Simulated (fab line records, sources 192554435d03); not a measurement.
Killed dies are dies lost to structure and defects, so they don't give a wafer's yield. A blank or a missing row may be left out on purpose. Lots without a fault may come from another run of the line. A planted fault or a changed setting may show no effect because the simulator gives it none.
fab line records | flow n5_finfet
record lots=7 wafers=21
route steps=1938 shown PASSIVATION@1910
start_h: hours from the record's first day to the start of the lot's first wafer shown | wait_h: hours since the lot's step before | " the same as in the row above | L1.1+2: a row that stands for several wafers | - no value, or no start given | * or withheld: withheld | < > ~ a bound
route shown NAME@n: a module of which the file shows steps, and the number in the route of the first | usual: mean/standard deviation of fault-free wafers | same: alike in all rows | chamber/n: place in a boat | sites: the reading at each site | _std_site: their standard deviation | _edge_site: outer sites' mean less inner sites' | radius_mm: how far each site lies from the wafer's centre | mask NAME#n: copy n | behind: the tool/chamber that last shaped the wafer | hold: why the lot was held/for how many hours/how that ended | device: the transistor (n, p or np) that didn't switch | end of line: the same wafers' tests at the end of the route | a step without rows: its recipe alone | killed: dies lost to structure and defects at the first sort, not the wafer's yield | map: a wafer's dies, x killed, . not, _ none there
set.NAME: the setting as run; set.NAME@STEP: as run at that earlier step | model.NAME: the simulator's own value behind a step, which no gauge read
lots whose settings were changed on purpose; a table a step, a row a wafer
## steps
# step N5_PASSIVATION_ETCH_59
# recipe chemistry=Cl2/BCl3 target=TaN target_depth_a=650 time_s=34.9 ion_energy_ev=100 pressure_mtorr=10 icp_w=900 bias_w=100 Cl2_flow_sccm=60 bcl3_flow_sccm=30
# columns lot.wafer tool chamber start_h wait_h set.time_s model.etch.depth_nm
L078.1 rie_metal-01 1 296.09 0.3 34.9 65.53
L078.4 " 0 " " 34.9 65.85
L078.6 " 1 " " 34.9 65.37
L083.1 rie_metal-02 1 344.07 0.3 34.9 67.61
L083.2 " 0 " " 34.9 64.79
L083.4 " 1 " " 34.9 67.78
L089.3 rie_metal-02 1 371.91 0.2 34.9 68.02
L089.4 " 0 " " 41 77.86
L089.6 " 0 " " 41 77.39
L090.1 rie_metal-03 0 374.89 0.3 34.9 64.8
L090.2 " 1 " " 34.9 65.37
L090.5 " 0 " " 41.86 78.35
L092.2 rie_metal-03 0 384.24 0.3 34.9 64.71
L092.5 " 0 " " 42.12 78.31
L092.6 " 1 " " 34.9 65.77
L096.3 rie_metal-01 1 413.02 0.2 34.9 66.12
L096.4 " 0 " " 34.9 65.16
L096.6 " 0 " " 34.9 66.49
L097.2 rie_metal-03 1 413.26 0.6 39.74 74.24
L097.3 " 1 " " 34.9 64.96
L097.4 " 1 " " 39.74 73.58
## key
split step=N5_PASSIVATION_ETCH_59 setting=time_s stated=34.9 by=wafer
response step=N5_PASSIVATION_ETCH_59 reading=model.etch.depth_nm change=+0.625 per=1% r=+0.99
